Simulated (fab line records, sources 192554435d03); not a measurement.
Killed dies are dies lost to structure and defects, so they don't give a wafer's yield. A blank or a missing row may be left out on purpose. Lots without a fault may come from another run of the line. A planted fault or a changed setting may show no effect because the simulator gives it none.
Split-lot experiment | flow n5_finfet | 7 lots, 39 wafers read, on a route of 1938 steps

THE SPLIT
At N5_PASSIVATION_ETCH_54 (etches SiO2 in CHF3/O2, target depth 880 nm, time 440 s), the setting time_s was moved away from the recipe's 440 s on 15 of the 39 wafers read, by -49.0% to +24.9%. The other wafers ran this setting at the recipe's value.

The reading is taken at the split's own step.

THE READING
etch.depth_nm (the simulator's own value, which no gauge read), in nm, at N5_PASSIVATION_ETCH_54 (etches SiO2 in CHF3/O2, target depth 880 nm, time 440 s). The file gives no usual value for it. The 24 wafers here that ran the recipe average 866.3 nm, standard deviation 18 nm.

wafer  | tool, chamber at the split | time_s as run, s | against the recipe | etch.depth_nm, nm | against lot-mates on the recipe
L076.1 | rie_diel-04, 0             | 440              | recipe             | 877.8             | -
L076.2 | rie_diel-04, 2             | 358.2            | -18.6%             | 700.6             | -174.2
L076.3 | rie_diel-04, 1             | 440              | recipe             | 873.4             | -
L076.4 | rie_diel-04, 3             | 358.2            | -18.6%             | 731.5             | -143.3
L076.5 | rie_diel-04, 3             | 358.2            | -18.6%             | 720.3             | -154.5
L076.6 | rie_diel-04, 0             | 440              | recipe             | 873.2             | -
L078.1 | rie_diel-04, 2             | 440              | recipe             | 849.2             | -
L078.2 | rie_diel-04, 3             | 528.9            | +20.2%             | 1056              | +195.8
L078.3 | rie_diel-04, 1             | 528.9            | +20.2%             | 1051              | +190.8
L078.4 | rie_diel-04, 0             | 440              | recipe             | 880.7             | -
L078.5 | rie_diel-04, 2             | 440              | recipe             | 850.8             | -
L078.6 | rie_diel-04, 1             | 528.9            | +20.2%             | 1046              | +185.8
L081.1 | rie_diel-04, 2             | 440              | recipe             | 855.2             | -
L081.2 | rie_diel-04, 1             | 440              | recipe             | 867.4             | -
L081.3 | rie_diel-04, 0             | 440              | recipe             | 885.6             | -
L081.4 | rie_diel-04, 3             | 440              | recipe             | 881.5             | -
L081.5 | rie_diel-04, 0             | 440              | recipe             | 886.4             | -
L081.6 | rie_diel-04, 1             | 440              | recipe             | 873               | -
L084.1 | rie_diel-05, 0             | 549.5            | +24.9%             | 1130              | +253.5
L084.2 | rie_diel-05, 3             | 440              | recipe             | 907.5             | -
L084.3 | rie_diel-05, 1             | 440              | recipe             | 863.9             | -
L084.4 | rie_diel-05, 2             | 549.5            | +24.9%             | 1080              | +203.5
L084.5 | rie_diel-05, 0             | 549.5            | +24.9%             | 1105              | +228.5
L084.6 | rie_diel-05, 1             | 440              | recipe             | 858               | -
L089.1 | rie_diel-05, 0             | 339.7            | -22.8%             | 703.5             | -158.4
L089.2 | rie_diel-05, 1             | 440              | recipe             | 850               | -
L089.3 | rie_diel-05, 2             | 440              | recipe             | 870.3             | -
L089.4 | rie_diel-05, 3             | 339.7            | -22.8%             | 704.6             | -157.3
L089.5 | rie_diel-05, 2             | 440              | recipe             | 865.4             | -
L089.6 | rie_diel-05, 3             | 339.7            | -22.8%             | 704.8             | -157.1
L091.1 | rie_diel-02, 1             | 224.3            | -49.0%             | 427.4             | -419.4
L091.2 | rie_diel-02, 2             | 440              | recipe             | 855.2             | -
L091.3 | rie_diel-02, 0             | 224.3            | -49.0%             | 458.3             | -388.5
L091.4 | rie_diel-02, 3             | 440              | recipe             | 848.3             | -
L091.5 | rie_diel-02, 1             | 440              | recipe             | 836.8             | -
L091.6 | rie_diel-02, 0             | 224.3            | -49.0%             | 456.8             | -390.0
L092.1 | rie_diel-02, 0             | 440              | recipe             | 894.4             | -
L092.2 | rie_diel-02, 1             | 440              | recipe             | 843               | -
L092.6 | rie_diel-02, 1             | 440              | recipe             | 843.2             | -

THE FIT
A straight line over all 39 wafers: etch.depth_nm changes by +8.6 nm for each +1% of time_s; r = +0.99; the points scatter about the line by 20 nm.
The same after taking each lot's own level away (the mean of its wafers on the recipe; 39 wafers): +8.36 nm for each +1%; r = +0.99; scatter 18 nm.
On that fit, the largest move of time_s shifts the reading by 4.1e+02 nm.
The lots' own levels span 846.77 to 876.47 nm, that is 1.7 times the standard deviation above.
So the lot-to-lot level changes the slope little: the two slopes agree.
Check: with one of the wafers moved furthest among these (-49.0%) left out of the fit, the line predicts -400 nm for it against its lot-mates. It came out at -419 nm against them.

THE WHOLE CHAIN: every reading that the file lists as answering this split, in the file's order
step                    | what it does                                            | reading                                                                       | change (the file's fit)                                                           | r (the file's)
N5_PASSIVATION_ETCH_54  | etches SiO2 in CHF3/O2, target depth 880 nm, time 440 s | PASSIVATION.feature_depth_nm (the simulator's own value, which no gauge read) | +8.29 nm for each +1% of the setting                                              | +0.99
N5_PASSIVATION_ETCH_54  | etches SiO2 in CHF3/O2, target depth 880 nm, time 440 s | etch.depth_nm (the simulator's own value, which no gauge read)                | +8.29 nm for each +1% of the setting                                              | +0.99
N5_PASSIVATION_PROBE_49 |                                                         | killed_at_other                                                               | not straight: 1083.7 at the lowest setting, 3.5 at the recipe, 4.7 at the highest | not given

THE FILE'S OWN FIT
etch.depth_nm changes by +8.29 nm for each +1% of time_s, r = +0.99.
